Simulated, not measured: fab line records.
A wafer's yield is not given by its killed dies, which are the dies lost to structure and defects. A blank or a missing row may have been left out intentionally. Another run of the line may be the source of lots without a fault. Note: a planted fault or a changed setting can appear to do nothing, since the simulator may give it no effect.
Chamber matching    flow n5 finfet    4 sister chambers for N5_DUMMY_GATE_STRIP_48 on rie diel-05
The step strips in N2/H2, time 20 s. 16 wafers are shown with their chamber, then 8 later ones without.

## WAFERS PAIRED WITH THEIR CHAMBERS
wafer   chamber  drypump motor current A (A)  showerhead plenum p Torr (Torr)  throttle valve pct (%)
L079.1  2        5.8                          3.39                             12.34
L079.3  3        5.4                          3.41                             12.09
L079.5  1        5.5                          3.23                             11.93
L082.3  2        5.8                          3.39                             12.35
L082.4  0        6.1                          3.34                             11.67
L082.6  2        5.8                          3.39                             12.34
L083.1  2        5.8                          3.39                             12.35
L083.4  0        6.1                          3.34                             11.67
L083.5  3        5.4                          3.40                             12.11
L088.1  2        5.8                          3.39                             12.39
L088.5  3        5.5                          3.40                             12.12
L088.6  0        6.1                          3.33                             11.71
L089.1  0        6.1                          3.33                             11.70
L089.2  1        5.5                          3.22                             11.96
L089.6  0        6.1                          3.33                             11.70
L090.1  0        6.1                          3.33                             11.71

SIGNATURES, as means of the wafers listed above
reading                   chamber 0  chamber 1  chamber 2  chamber 3  scatter within a chamber
drypump motor current A   6.100      5.500      5.800      5.433      0.0236
showerhead plenum p Torr  3.3333     3.2250     3.3900     3.4033     0.00456
throttle valve pct        11.6933    11.9450    12.3540    12.1067    0.0191
Rule: for a wafer and a chamber, the distance is found by dividing, reading by reading, the gap between the wafer's reading and the chamber's mean by the reading's scatter, squaring, summing and taking the root. The wafer belongs to the nearest chamber; if the next one is less than 2 further off, it can't be placed. The scatter: the root of (the sum of the squares of (reading less its chamber's mean) over the shown wafers, divided by (wafers less chambers)).

## WAFERS WITHOUT THEIR CHAMBER
wafer   drypump motor current A (A)  showerhead plenum p Torr (Torr)  throttle valve pct (%)
L090.4  5.8                          3.38                             12.38
L090.5  5.5                          3.22                             11.98
L091.1  6.0                          3.33                             11.73
L091.4  5.4                          3.40                             12.13
L091.5  5.5                          3.40                             12.16
L093.2  6.1                          3.33                             11.72
L093.5  6.1                          3.33                             11.72
L093.6  5.5                          3.22                             12.00

## WHICH CHAMBER EACH WENT THROUGH
wafer   from the rows above  in truth
L090.4  2                    2
L090.5  1                    1
L091.1  0                    0
L091.4  3                    3
L091.5  3                    3
L093.2  0                    0
L093.5  0                    0
L093.6  1                    1
Correct placement for 8 of the 8. Not placeable from these rows: 0. 0 placed wrongly.
